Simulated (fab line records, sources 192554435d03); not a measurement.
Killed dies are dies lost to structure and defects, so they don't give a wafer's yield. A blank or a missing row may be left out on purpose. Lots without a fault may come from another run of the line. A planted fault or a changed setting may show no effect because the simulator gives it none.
Chamber matching | flow n5_finfet | N5_BEOL_M11_ETCH_62 on rie_diel-04: 4 sister chambers
The step etches SOC in N2/H2, target depth 110 nm, overetch 22 nm, time 165 s. 14 wafers are shown with their chamber, then 7 later ones without.

WAFERS WITH THEIR CHAMBER
wafer  | chamber | showerhead_plenum_p_Torr (Torr) | throttle_valve_pct (%) | oes_product_au (a.u.)
L075.3 | 1       | 2.64                            | 17.97                  | 0.61
L075.4 | 0       | 2.48                            | 17.40                  | 0.72
L075.6 | 0       | 2.48                            | 17.43                  | 0.72
L079.1 | 0       | 2.48                            | 17.42                  | 0.72
L079.3 | 3       | 2.68                            | 17.73                  | 0.69
L079.5 | 1       | 2.63                            | 17.98                  | 0.60
L080.3 | 1       | 2.63                            | 17.96                  | 0.60
L080.4 | 2       | 2.59                            | 17.84                  | 0.76
L080.5 | 3       | 2.68                            | 17.72                  | 0.69
L083.1 | 1       | 2.63                            | 17.98                  | 0.60
L083.3 | 2       | 2.59                            | 17.84                  | 0.75
L083.6 | 3       | 2.68                            | 17.71                  | 0.68
L084.4 | 0       | 2.48                            | 17.43                  | 0.70
L084.5 | 1       | 2.63                            | 17.98                  | 0.60

SIGNATURES (means of the wafers above)
reading                  | chamber 0 | chamber 1 | chamber 2 | chamber 3 | scatter within a chamber
showerhead_plenum_p_Torr | 2.4800    | 2.6320    | 2.5900    | 2.6800    | 0.00283
throttle_valve_pct       | 17.4200   | 17.9740   | 17.8400   | 17.7200   | 0.0106
oes_product_au           | 0.7150    | 0.6020    | 0.7550    | 0.6867    | 0.00705
Rule: a wafer's distance from a chamber is the root of the sum, over the readings, of the square of ((its reading less the chamber's mean) divided by the reading's scatter). The wafer belongs to the nearest chamber; if the next one is less than 2 further off, it can't be placed. The scatter: the root of (the sum of the squares of (reading less its chamber's mean) over the shown wafers, divided by (wafers less chambers)).

WAFERS WITHOUT THEIR CHAMBER
wafer  | showerhead_plenum_p_Torr (Torr) | throttle_valve_pct (%) | oes_product_au (a.u.)
L084.6 | 2.48                            | 17.42                  | 0.71
L088.2 | 2.67                            | 17.77                  | 0.68
L088.3 | 2.59                            | 17.88                  | 0.74
L088.6 | 2.59                            | 17.85                  | 0.74
L092.3 | 2.47                            | 17.46                  | 0.69
L092.5 | 2.59                            | 17.88                  | 0.73
L092.6 | 2.67                            | 17.76                  | 0.67

WHICH CHAMBER EACH WENT THROUGH
wafer  | from the rows above | in truth
L084.6 | 0                   | 0
L088.2 | 3                   | 3
L088.3 | 2                   | 2
L088.6 | 2                   | 2
L092.3 | 0                   | 0
L092.5 | 2                   | 2
L092.6 | 3                   | 3
Placed correctly: 7 of 7. Can't be placed from these rows: 0. Placed wrongly: 0.
